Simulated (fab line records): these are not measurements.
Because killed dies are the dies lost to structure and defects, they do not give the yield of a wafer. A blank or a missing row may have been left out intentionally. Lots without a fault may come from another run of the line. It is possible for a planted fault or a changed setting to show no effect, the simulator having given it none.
A lot that was struck, set against a sound lot -- flow n5_finfet -- 16 steps out of a route of 1938
Sound: these wafers, L720.3, L720.4, L720.5. Wafers L721.3, L721.5, L721.6 were the ones struck. The cause is given at the end.
Per side, at each step with rows, come the tool, then ch with its chambers, and then its first start. Under that, the readings that differ: sound wafers -- struck wafers -- difference of the means -- sigmas: that difference in standard deviations of wafers without a fault.
alike: readings with means less than 2 such deviations apart, plus words and numbers identical on both sides. not compared: withheld readings, readings lacking a value on some wafer, bounds such as >300 that could conceal the same value, and numbers that have no deviation in the record and whose values overlap.
The two part at a step that has a row with sigmas, a row that says differs or no value, or rows on one side only. When numbers do not overlap yet have no deviation, they are printed without sigmas and do not part them. Lack of a reading on every wafer of one side parts them only where that side has two or more wafers.

first, 2 steps without rows for these wafers: N5_BEOL_M4_CVD_47 (deposits Co from CCTBA/H2, target thk 3 nm, time 223.8 s); N5_BEOL_M4_SPUTTER_48 (material Cu, target thk 4.5 nm, time 8.29 s).
N5_BEOL_M4_ANNEAL_49: time 240 s.
  sound on pvd_sputter-02, day 10 00:02; struck on pvd_sputter-03, day 10 14:35
  alike: heater_power_w, susceptor_temp_C
then, 2 steps without rows for these wafers: N5_BEOL_M4_SPUTTER_79 (material Cu, target thk 4.5 nm, time 8.29 s); N5_BEOL_M4_ANNEAL_80 (time 240 s).
N5_BEOL_M4_SPUTTER_81: material Cu, target thk 4.5 nm, time 8.29 s.
  sound on pvd_sputter-02, day 10 00:24; struck on pvd_sputter-03, day 10 14:57
  alike: chamber_pressure_pa, throttle_valve_pct
N5_BEOL_M4_ANNEAL_82: time 240 s.
  sound on pvd_sputter-02, day 10 00:29; struck on pvd_sputter-03, day 10 15:02
  alike: heater_power_w, susceptor_temp_C
N5_BEOL_M4_SPUTTER_86: material Cu, target thk 4.5 nm, time 8.29 s.
  sound on pvd_sputter-02, day 10 00:37; struck on pvd_sputter-03, day 10 15:10
  alike: chamber_pressure_pa, throttle_valve_pct
then, 1 step without rows for these wafers: N5_BEOL_M4_ANNEAL_87 (time 240 s).
N5_BEOL_M4_SPUTTER_88: material Cu, target thk 4.5 nm, time 8.29 s.
  sound on pvd_sputter-02, day 10 00:50; struck on pvd_sputter-03, day 10 15:23
  alike: chamber_pressure_pa, throttle_valve_pct
then, 2 steps without rows for these wafers: N5_BEOL_M4_ANNEAL_89 (time 240 s); N5_BEOL_M4_SPUTTER_90 (material Cu, target thk 4.5 nm, time 8.29 s).
N5_BEOL_M4_ANNEAL_91: time 240 s.
  sound on pvd_sputter-02, day 10 01:08; struck on pvd_sputter-03, day 10 15:41
  no value came back on the struck wafers for heater_power_w (W), susceptor_temp_C (C); on the sound wafers heater_power_w (W) reads 840 786 796
then, 1 step without rows for these wafers: N5_BEOL_M4_SPUTTER_92 (material Cu, target thk 4.5 nm, time 8.29 s).
N5_BEOL_M4_RC_MEAS_101:
  sound on prober-01 ch 0, day 10 03:10; struck on prober-01 ch 0, day 10 17:47
  alike: DIBL_N, DIBL_P, IOFF_N, IOFF_P, ION_N, ION_P, SS_N, SS_P, VT_N, VT_P
N5_PASSIVATION_PROBE_49:
  the record has rows for the sound wafers here (prober-02, day 14 13:10) and none for the struck ones

== WHERE THEY PART ==
At N5_BEOL_M4_ANNEAL_91 first; at N5_PASSIVATION_PROBE_49 last (within this record only).

WHY: what the simulator had put in
Beginning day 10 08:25, the whole step at N5_BEOL_M4_ANNEAL_91 was skipped on pvd_sputter-03. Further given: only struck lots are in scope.
